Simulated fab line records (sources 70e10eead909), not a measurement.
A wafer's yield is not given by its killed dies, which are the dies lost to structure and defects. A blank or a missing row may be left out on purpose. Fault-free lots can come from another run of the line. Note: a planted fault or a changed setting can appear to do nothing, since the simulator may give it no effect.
fab line records ; flow nandHarc
record lots=13; wafers=39; lastDay=34
route steps=1302 shown A_STAIRCASE@831 END@1302
lots untouched by any fault: they come from a run of this same line in which no faults occurred
startH: hours from the record's opening day to when the first of the lot's shown wafers began ; waitH: time in hours since the lot's previous step ; " identical to the entry in the row above ; L1.1+2: a row that stands for several wafers ; - either no value or no given start ; * or withheld: withheld ; < > ~ a bound
route shown NAME@n: NAME is a module with steps in the file, n the number in the route of the first one ; usual: mean/standard deviation of fault-free wafers ; same: alike in all rows ; chamber/n: place in a boat ; sites: each site's reading ; _std_site: standard deviation across them ; _edge_site: outer sites' mean less inner sites' ; radiusMm: for every site, how far away it sits from the centre of the wafer ; mask NAME#n: copy n ; behind: the most recent tool/chamber to have shaped the wafer ; hold: what put the lot on hold/how long, in hours/how the hold closed ; device: which transistor (n, p or np) failed to switch ; end of line: tests of these same wafers at the route's end ; a step given without rows: its recipe and nothing more ; killed: the dies lost at the first sort to structure and to defects; this is not the yield of the wafer ; map: per-die view of a wafer (x killed, . not killed, _ where there is no die)
set.NAME: setting as actually run; set.NAME@STEP: the setting as run at that earlier step ; model.NAME: the simulator's own value behind a step, which no gauge read
the route's steps for a sample of lots (tables are steps, rows are wafers)
services: a tool's chamber out of use, with start hour (startH, from the record's first day; less than 0 if before it), hours out, and reason
## steps
# step NHARC_A_STAIRCASE_ETCH_313
# recipe cf4FlowSccm=100; chf3FlowSccm=30; arFlowSccm=0; rfW=500; biasW=200; chemistry=CF4/CHF3
# usual drypumpMotorCurrentA=5.7/0.58; oesProductAu=0.934/0.015; rfVppV=370.3/3; showerheadPlenumPTorr=1.57/0.082; throttleValvePct=16.803/0.0088
lot.wafer;tool;chamber;startH;waitH;drypumpMotorCurrentA;oesProductAu;rfHoursCounterH;rfVppV;showerheadPlenumPTorr;throttleValvePct
L178.2;rieDiel-13;0;388.62;0.1;6.2;0.932;13;369.8;1.56;16.806
L178.4;rieDiel-13;1;388.62;0.1;6.3;0.928;12;368.7;1.47;16.808
L178.3;rieDiel-13;3;388.62;0.1;5.4;0.931;12;372.2;1.63;16.811
L179.1;rieDiel-02;0;388.86;0.1;5.8;0.927;51;373.5;1.69;16.824
L179.2;rieDiel-02;2;388.86;0.1;6.5;0.909;56;372.4;1.55;16.792
L179.5;rieDiel-02;1;388.86;0.1;5.0;0.936;-;363.9;1.46;16.805
L180.3;rieDiel-02;1;405.39;0.1;5.0;0.952;0;374.6;1.70;16.788
L180.2;rieDiel-02;0;405.39;0.1;5.8;0.947;0;374.9;1.69;16.789
L180.5;rieDiel-02;2;405.39;0.1;6.6;0.978;-;369.4;1.55;16.797
L181.3;rieDiel-12;3;427.79;0.1;5.7;0.940;51;372.6;1.62;16.808
L181.4;rieDiel-12;0;427.79;0.1;4.9;0.916;57;365.9;1.48;16.809
L181.5;rieDiel-12;3;427.79;0.1;5.7;0.931;-;372.2;1.62;16.783
L183.4;rieDiel-12;0;435.18;0.1;4.9;0.907;59;366.2;1.48;16.813
L183.1;rieDiel-12;1;435.18;0.1;6.6;0.935;58;370.7;1.55;16.808
L183.2;rieDiel-12;2;435.18;0.1;5.1;0.933;50;367.0;1.46;16.796
L182.4;rieDiel-02;2;439.13;0.3;6.5;0.931;-;369.4;1.54;16.788
L182.5;rieDiel-02;0;439.13;0.3;5.8;0.911;-;374.7;1.68;16.809
L182.6;rieDiel-02;1;439.13;0.3;5.0;0.913;-;373.4;1.70;16.800
L185.2;rieDiel-13;3;453.28;0.1;5.4;0.920;32;372.6;1.63;16.784
L185.1;rieDiel-13;0;453.28;0.1;6.3;0.932;31;369.5;1.56;16.795
L185.5;rieDiel-13;0;453.28;0.1;6.3;0.928;-;369.9;1.56;16.810
L184.3;rieDiel-02;1;453.90;0.1;5.0;0.910;23;373.7;1.69;16.792
L184.4;rieDiel-02;2;453.90;0.1;6.5;0.925;-;369.0;1.54;16.798
L184.6;rieDiel-02;1;453.90;0.1;5.0;0.912;-;375.1;1.69;16.798
L186.4;rieDiel-13;1;463.57;0.1;6.3;0.924;32;367.6;1.47;16.795
L186.3;rieDiel-13;2;463.57;0.1;5.3;0.933;30;367.2;1.50;16.807
L186.2;rieDiel-13;0;463.57;0.1;6.2;0.929;33;370.2;1.56;16.798
L197.4;rieDiel-12;0;576.21;0.1;4.9;0.929;41;367.2;1.47;16.793
L197.3;rieDiel-12;1;576.21;0.1;6.5;0.939;36;370.2;1.54;16.811
L197.5;rieDiel-12;0;576.21;0.1;4.9;0.936;-;367.1;1.47;16.805
L200.1;rieDiel-13;3;590.49;0.1;5.4;0.926;18;371.8;1.62;16.824
L200.3;rieDiel-13;0;590.49;0.1;6.2;0.935;16;368.2;1.55;16.799
L200.6;rieDiel-13;2;590.49;0.1;5.3;0.933;-;366.8;1.49;16.807
L199.4;rieDiel-13;2;595.24;0.1;5.2;0.927;23;367.8;1.49;16.814
L199.6;rieDiel-13;0;595.24;0.1;6.2;0.923;-;370.3;1.55;16.790
L199.5;rieDiel-13;1;595.24;0.1;6.3;0.939;-;365.6;1.46;16.798
L201.3;rieDiel-02;3;614.92;0.1;6.0;0.919;13;367.5;1.51;16.810
L201.4;rieDiel-02;0;614.92;0.1;5.8;0.932;10;375.1;1.67;16.794
L201.5;rieDiel-02;2;614.92;0.1;6.5;0.915;-;368.6;1.53;16.806
# step NHARC_A_STAIRCASE_ALD_415
# recipe targetThkA=300; pulseTimeS=6; aldCycles=300; tempC=300; material=SiO2
# usual aldCycles=300/0; heaterPowerW=475/53; precursorPulseHeightRel=0.999/0.02
lot.wafer;tool;chamber;startH;waitH;aldCycles;heaterPowerW;precursorPulseHeightRel
L178.3;aldHk-01;1;390.39;0.1;300;544;1.006
L178.4;aldHk-01;2;390.39;0.1;300;379;1.002
L178.2;aldHk-01;0;390.39;0.1;300;477;0.969
L179.1;aldHk-04;1;390.64;0.1;300;538;0.979
L179.2;aldHk-04;3;390.64;0.1;300;429;1.036
L179.5;aldHk-04;1;390.64;0.1;300;519;1.008
L180.3;aldHk-04;3;407.41;0.3;300;446;1.004
L180.2;aldHk-04;1;407.41;0.3;300;522;0.982
L180.5;aldHk-04;2;407.41;0.3;300;542;0.998
L181.4;aldHk-03;0;429.70;0.1;300;442;0.993
L181.3;aldHk-03;2;429.70;0.1;300;511;1.023
L181.5;aldHk-03;1;429.70;0.1;300;444;1.018
L183.1;aldHk-03;3;436.96;0.1;300;466;1.011
L183.4;aldHk-03;0;436.96;0.1;300;449;0.964
L183.2;aldHk-03;2;436.96;0.1;300;508;0.983
L182.4;aldHk-01;3;443.75;0.3;300;518;1.009
L182.6;aldHk-01;2;443.75;0.3;300;374;0.973
L182.5;aldHk-01;3;443.75;0.3;300;499;1.023
L185.1;aldHk-03;1;455.05;0.1;300;437;1.003
L185.2;aldHk-03;3;455.05;0.1;300;444;0.974
L185.5;aldHk-03;2;455.05;0.1;300;496;1.001
L184.4;aldHk-04;0;456.07;0.1;300;522;0.966
L184.3;aldHk-04;3;456.07;0.1;300;425;0.995
L184.6;aldHk-04;0;456.07;0.1;300;532;0.990
L186.4;aldHk-03;3;465.80;0.5;358;455;0.993
L186.2;aldHk-03;0;465.80;0.5;300;439;0.982
L186.3;aldHk-03;1;465.80;0.5;300;438;1.042
L197.4;aldHk-04;0;578.62;0.1;300;532;0.988
L197.3;aldHk-04;2;578.62;0.1;300;578;0.987
L197.5;aldHk-04;0;578.62;0.1;300;535;1.013
L200.3;aldHk-03;3;592.82;0.5;300;462;1.019
L200.1;aldHk-03;0;592.82;0.5;300;484;1.020
L200.6;aldHk-03;1;592.82;0.5;300;423;1.004
L199.4;aldHk-03;0;597.71;0.7;300;471;0.978
L199.5;aldHk-03;1;597.71;0.7;300;433;0.991
L199.6;aldHk-03;2;597.71;0.7;300;536;0.972
L201.3;aldHk-03;1;616.68;0.1;300;438;1.015
L201.4;aldHk-03;0;616.68;0.1;300;464;1.034
L201.5;aldHk-03;2;616.68;0.1;300;551;0.993
# step NHARC_A_STAIRCASE_DEP_151
# recipe targetThkA=72000; tempC=400; targetThkNm=7200; teosFlowSccm=200; rfW=500; material=SiO2
# usual heaterPowerW=625/110
lot.wafer;tool;chamber;startH;waitH;heaterPowerW
L179.1;pecvd-04;2;408.72;0.4;758
L179.2;pecvd-04;0;408.72;0.4;703
L179.5;pecvd-04;2;408.72;0.4;615
L178.2;pecvd-01;0;408.72;0.4;519
L178.3;pecvd-01;2;408.72;0.4;601
L178.4;pecvd-01;0;408.72;0.4;437
L180.2;pecvd-04;0;420.47;0.4;748
L180.3;pecvd-04;2;420.47;0.4;610
L180.5;pecvd-04;2;420.47;0.4;618
L181.3;pecvd-04;1;442.96;0.5;682
L181.4;pecvd-04;0;442.96;0.5;613
L181.5;pecvd-04;1;442.96;0.5;575
L183.1;pecvd-02;0;451.03;0.5;551
L183.2;pecvd-02;1;451.03;0.5;652
L183.4;pecvd-02;2;451.03;0.5;521
L182.4;pecvd-01;0;459.25;0.8;432
L182.5;pecvd-01;1;459.25;0.8;800
L182.6;pecvd-01;2;459.25;0.8;561
L184.3;pecvd-01;0;471.17;0.4;490
L184.4;pecvd-01;0;471.17;0.4;430
L184.6;pecvd-01;1;471.17;0.4;792
L185.1;pecvd-02;2;471.30;0.5;621
L185.2;pecvd-02;1;471.30;0.5;794
L185.5;pecvd-02;2;471.30;0.5;519
L186.2;pecvd-02;0;479.93;0.5;522
L186.3;pecvd-02;1;479.93;0.5;798
L186.4;pecvd-02;1;479.93;0.5;641
L197.4;pecvd-04;2;594.18;0.7;636
L197.3;pecvd-04;1;594.18;0.7;595
L197.5;pecvd-04;2;594.18;0.7;620
L200.1;pecvd-02;2;606.43;0.4;598
L200.3;pecvd-02;1;606.43;0.4;818
L200.6;pecvd-02;1;606.43;0.4;663
L199.4;pecvd-02;0;610.78;0.8;546
L199.6;pecvd-02;1;610.78;0.8;670
L199.5;pecvd-02;0;610.78;0.8;538
L201.3;pecvd-02;0;630.09;0.7;538
L201.4;pecvd-02;2;630.09;0.7;496
L201.5;pecvd-02;2;630.09;0.7;479
# step NHARC_A_STAIRCASE_DEP_325
# recipe targetThkA=72000; tempC=400; targetThkNm=7200; teosFlowSccm=200; rfW=500; material=SiO2
# usual heaterPowerW=628/110
lot.wafer;tool;chamber;startH;waitH;heaterPowerW
L179.2;pecvd-04;1;428.27;0.1;683
L179.1;pecvd-04;2;428.27;0.1;701
L179.5;pecvd-04;2;428.27;0.1;618
L178.3;pecvd-01;1;428.36;0.2;811
L178.2;pecvd-01;2;428.36;0.2;707
L178.4;pecvd-01;2;428.36;0.2;566
L180.2;pecvd-02;0;439.01;0.1;602
L180.3;pecvd-02;1;439.01;0.1;771
L180.5;pecvd-02;1;439.01;0.1;631
L181.3;pecvd-02;1;461.10;0.2;740
L181.5;pecvd-02;0;461.10;0.2;499
L181.4;pecvd-02;2;461.10;0.2;525
L183.2;pecvd-02;2;470.29;0.1;626
L183.1;pecvd-02;0;470.29;0.1;567
L183.4;pecvd-02;0;470.29;0.1;508
L182.6;pecvd-02;1;478.96;0.3;640
L182.5;pecvd-02;2;478.96;0.3;523
L182.4;pecvd-02;0;478.96;0.3;499
L185.1;pecvd-04;0;493.11;0.1;769
L185.2;pecvd-04;1;493.11;0.1;663
L185.5;pecvd-04;0;493.11;0.1;618
L184.3;pecvd-02;1;493.11;0.1;757
L184.4;pecvd-02;2;493.11;0.1;522
L184.6;pecvd-02;0;493.11;0.1;494
L186.2;pecvd-02;2;507.20;0.2;578
L186.3;pecvd-02;1;507.20;0.2;757
L186.4;pecvd-02;1;507.20;0.2;635
L197.3;pecvd-04;2;613.91;0.3;681
L197.4;pecvd-04;0;613.91;0.3;613
L197.5;pecvd-04;2;613.91;0.3;620
L200.3;pecvd-04;0;624.88;0.2;744
L200.1;pecvd-04;1;624.88;0.2;707
L200.6;pecvd-04;0;624.88;0.2;620
L199.6;pecvd-01;0;625.07;0.3;443
L199.4;pecvd-01;1;625.07;0.3;799
L199.5;pecvd-01;2;625.07;0.3;578
L201.3;pecvd-01;0;648.77;0.7;442
L201.4;pecvd-01;1;648.77;0.7;809
L201.5;pecvd-01;1;648.77;0.7;795
# step NHARC_END_SORT_01
# recipe tempC=25
# usual killedAtArray=53/18; killedAtOther=1.0/1.2; killedAtPeriphery=3.6/2.4; killedDies=58/18; killedOpen=3.4/1.8; killedShort=2.3/1.5
# same grossDies=677
lot.wafer;tool;chamber;startH;waitH;killedAtArray;killedAtOther;killedAtPeriphery;killedDies;killedOpen;killedShort
L186.2;prober-02;0;644.66;2.8;50;1;2;53;5;5
L186.3;prober-02;0;645.46;3.1;53;1;3;57;3;1
L186.4;prober-02;0;646.25;3.4;254;1;5;260;6;6
# killed by level:class
L186.2 A_CHANNEL_HOLE_D2:chamberFilmFlake=29 A_CHANNEL_HOLE_D1:chamberFilmFlake=4 A_WL_FILL:chamberFilmFlake=3 A_CONTACT:chamberFilmFlake=3 A_DECK1_JOINT:geometricParticle:short=2 A_SLIT:chamberFilmFlake=2 P_CONTACT:geometricParticle:short=1 P_CONTACT:geometricParticle:open=1
L186.3 A_CHANNEL_HOLE_D2:chamberFilmFlake=36 A_STAIRCASE:chamberFilmFlake=4 A_CONTACT:chamberFilmFlake=4 P_GATE:chamberFilmFlake=2 A_CHANNEL_HOLE_D1:chamberFilmFlake=2 A_CHANNEL_FILL_D1:chamberFilmFlake=2 A_DECK1_JOINT:chamberFilmFlake=2 P_M0:geometricParticle:open=1
L186.4 A_STAIRCASE:areaAld=207 A_CHANNEL_HOLE_D2:chamberFilmFlake=27 A_CHANNEL_FILL_D1:chamberFilmFlake=4 A_CHANNEL_FILL_D2:geometricParticle:short=3 A_CHANNEL_HOLE_D1:chamberFilmFlake=2 A_WL_FILL:chamberFilmFlake=2 P_CONTACT:geometricParticle:open=1 P_CONTACT:geometricParticle:short=1
## services
tool;chamber;startH;hours;kind
rieDiel-13;2;366.09;6.4;repair
rieDiel-02;0;377.40;2.1;repair
pecvd-02;1;386.20;9.0;repair
rieDiel-02;-;394.46;9.0;pm
pecvd-04;1;402.43;20.2;repair
pecvd-02;-;408.34;13.0;pm
rieDiel-13;-;423.11;5.7;repair
rieDiel-02;0;424.08;12.3;repair
pecvd-01;-;429.33;1.6;repair
rieDiel-02;3;434.93;28.6;repair
pecvd-04;-;450.00;13.0;pm
rieDiel-13;0;475.54;6.6;repair
pecvd-04;2;488.03;5.4;repair
pecvd-01;-;492.00;13.0;pm
aldHk-03;-;495.56;1.2;repair
rieDiel-13;3;499.83;6.7;repair
pecvd-02;-;505.33;0.4;repair
pecvd-02;-;589.50;13.0;pm
pecvd-04;0;592.27;8.6;repair
pecvd-02;2;609.37;2.5;repair
pecvd-02;1;612.37;20.8;repair
pecvd-04;-;631.00;13.0;pm
pecvd-01;2;640.94;8.0;repair
pecvd-04;-;647.20;0.6;repair
## key
firstSign step=NHARC_A_STAIRCASE_ALD_415; reading=aldCycles; direction=up; sigmas=99+; usual=300; struck=358
effect step=NHARC_END_SORT_01; reading=killedAtArray; direction=up; sigmas=11; usual=53; struck=254
moreKillsBornAt NHARC_A_STAIRCASE_ALD_415@aldHk-03=207
metAt NHARC_A_STAIRCASE_ALD_415
struckLots L186
struckWafers L186.4
testerLeftOut L186
notActingAt NHARC_A_STAIRCASE_ETCH_313,NHARC_A_STAIRCASE_DEP_151,NHARC_A_STAIRCASE_DEP_325
fault kind=processParameterDrift; tool=aldHk-03; chamber=-; onsetH=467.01; steps=NHARC_A_STAIRCASE_ALD_415; channel=aldCycles; offset=58; shape=step; endH=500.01; scope=struckWafersOnly; actsIn=theseRecipesOnly; stated=300
# testerLeftOut: of these lots the tester's yield and bins aren't shown, on N5 and GAA mostly nor the transistor test; their killed dies are dies lost to structure and defects alone, not to doping, threshold or leakage, so they don't give the yield
